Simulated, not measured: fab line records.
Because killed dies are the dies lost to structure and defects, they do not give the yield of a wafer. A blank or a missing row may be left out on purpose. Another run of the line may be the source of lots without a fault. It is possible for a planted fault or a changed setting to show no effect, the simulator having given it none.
Which tool was responsible? -- flow nand harc -- 24 lots with 72 wafers sampled at 2 steps, on a route of 1302 steps

== WHAT EACH GAUGE READ, for each wafer ==
NHARC_A_CONTACT_CD_MEAS_69 targets a cd of 300 nm. Usual: cd nm reads 299.8 nm (standard deviation 0.59).
lot,measured,on,cd nm (nm),flag
L074,day 22 03:53,cd sem-01,300.1 299.5 299.2,
L076,day 22 22:22,cd sem-02,300.4 300.4 300.1,
L075,day 22 22:31,cd sem-03,300.1 301.1 300.0,
L077,day 23 01:47,cd sem-03,300.8 300.4 300.5,
L078,day 23 10:51,cd sem-02,298.9 298.8 298.6,
L079,day 23 17:14,cd sem-01,300.1 300.1 300.2,
L080,day 23 18:49,cd sem-01,299.4 300.8 300.6,
L082,day 24 23:49,cd sem-01,301.4 299.6 299.6,
L081,day 25 01:28,cd sem-03,299.7 300.1 299.7,
L085,day 25 22:13,cd sem-01,299.8 299.5 299.1,
L084,day 26 01:01,cd sem-03,299.3 298.3 299.0,
L083,day 26 12:16,cd sem-03,300.4 300.0 300.2,
L086,day 26 23:13,cd sem-03,299.6 298.9 299.8,
L087,day 27 05:29,cd sem-02,300.1 299.8 299.7,
L090,day 28 07:10,cd sem-02,300.1 300.1 299.7,
L091,day 28 07:37,cd sem-03,299.6 300.2 299.4,
L089,day 28 10:23,cd sem-03,299.9 300.0 301.6,
L088,day 28 13:21,cd sem-03,299.7 300.0 300.2,
L092,day 29 11:10,cd sem-02,299.5 299.6 299.1,
L093,day 29 22:09,cd sem-02,299.2 299.0 300.3,
L094,day 30 01:20,cd sem-01,300.0 301.1 300.7,
L095,day 30 13:56,cd sem-03,299.0 299.3 299.3,
L096,day 31 00:53,cd sem-03,299.0 299.7 299.7,
L097,day 31 07:07,cd sem-01,299.7 299.7 299.1,

NHARC_A_CONTACT_INSPECT_71. Usual: raw defect count reads 82 (standard deviation 41).
lot,measured,on,raw defect count,flag
L074,day 22 03:59,defect inspect-01,54 64 59,
L076,day 22 22:29,defect inspect-02,20 18 23,
L075,day 22 22:38,defect inspect-02,130 142 142,
L077,day 23 01:55,defect inspect-01,67 55 63,
L078,day 23 10:58,defect inspect-02,67 67 55,
L079,day 23 17:22,defect inspect-01,138 163 143,
L080,day 23 18:56,defect inspect-02,19 28 22,
L082,day 24 23:57,defect inspect-02,83 78 82,
L081,day 25 01:35,defect inspect-01,99 114 117,
L085,day 25 22:20,defect inspect-02,131 122 115,
L084,day 26 01:08,defect inspect-01,24 23 32,
L083,day 26 12:23,defect inspect-02,121 134 145,
L086,day 26 23:20,defect inspect-01,25 18 16,
L087,day 27 05:36,defect inspect-02,34 38 30,
L090,day 28 07:17,defect inspect-02,109 79 103,
L091,day 28 07:44,defect inspect-01,51 38 60,
L089,day 28 10:31,defect inspect-02,101 87 107,
L088,day 28 13:29,defect inspect-02,135 132 96,
L092,day 29 11:17,defect inspect-01,114 117 132,
L093,day 29 22:16,defect inspect-01,106 102 116,
L094,day 30 01:28,defect inspect-01,83 83 83,
L095,day 30 14:03,defect inspect-02,88 78 95,
L096,day 31 01:01,defect inspect-01,42 41 52,
L097,day 31 07:15,defect inspect-02,140 138 135,

== EACH LOT AND THE TOOL THAT RAN IT (in order: tool; ch and the chambers of the sampled wafers; start) ==
The record holds no process step before these readings.

== AS READ BY THE TOOLS THEMSELVES (means over the sampled wafers that have a number; for cases with no such wafer, the mark the record gives instead) ==
The record holds no such reading with a usual standard deviation.

== THE ANSWER, worked out from the rows above alone ==
Rule: take the mean of a lot's wafers that have a number; if it is more than 3 standard deviations from the usual mean, the lot is off. A lot without any number at a reading at which 4 lots or more have one is off too. All remaining lots with rows at the step are treated as sound. The gauges are gone through in route order, then the tools' own readings, and for those a lot's mean is taken as printed above. At the first step where some lot is off, the reading lying furthest off is the one used; lots without a number count as furthest.
Across all readings shown, no lot is off: no conclusion can be drawn from this.

== WHAT THE SIMULATOR PUT IN ==
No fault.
